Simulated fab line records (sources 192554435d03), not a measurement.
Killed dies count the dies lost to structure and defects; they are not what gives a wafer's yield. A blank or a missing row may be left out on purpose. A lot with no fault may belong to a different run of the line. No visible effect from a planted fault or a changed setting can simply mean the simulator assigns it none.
Matching of chambers + flow n5_finfet + ald_sin-03 running N5_STI_FIN_REVEAL_ALD_14: 4 sister chambers
The step deposits Si3N4, target thk 3 nm. 4 wafers are shown with their chamber, then 8 later ones without.

EACH WAFER AND ITS CHAMBER
| wafer  | chamber | heater_power_w (W) |
|--------|---------|--------------------|
| L089.1 | 1       | 745                |
| L089.2 | 3       | 821                |
| L089.3 | 2       | 855                |
| L089.4 | 0       | 948                |

WAFERS MISSING THEIR CHAMBER
| wafer  | heater_power_w (W) |
|--------|--------------------|
| L089.5 | 939                |
| L089.6 | 740                |
| L091.1 | 825                |
| L091.2 | 929                |
| L091.4 | 860                |
| L095.1 | 865                |
| L095.3 | 819                |
| L095.5 | 862                |

WHICH CHAMBER EACH WENT THROUGH
| wafer  | from the rows above | in truth |
|--------|---------------------|----------|
| L089.5 | 0                   | 0        |
| L089.6 | 1                   | 1        |
| L091.1 | 3                   | 3        |
| L091.2 | 0                   | 0        |
| L091.4 | 2                   | 2        |
| L095.1 | 2                   | 2        |
| L095.3 | 3                   | 3        |
| L095.5 | 2                   | 2        |
8 of 8 placed correctly. From these rows, 0 cannot be placed. Number placed wrongly: 0.
How it was worked out, from the rows above alone: a wafer's distance from a chamber is the root of the sum, over the readings, of the square of ((its reading less the chamber's mean) divided by the reading's scatter). If the next closest chamber is less than 2 further off than the closest, the wafer can't be placed; otherwise it belongs to the closest. For every chamber, the mean is computed from those of its wafers that are shown. The scatter (one wafer shown for each chamber): square how far every hidden wafer sits from the nearest shown wafer, average those squares and take the square root.
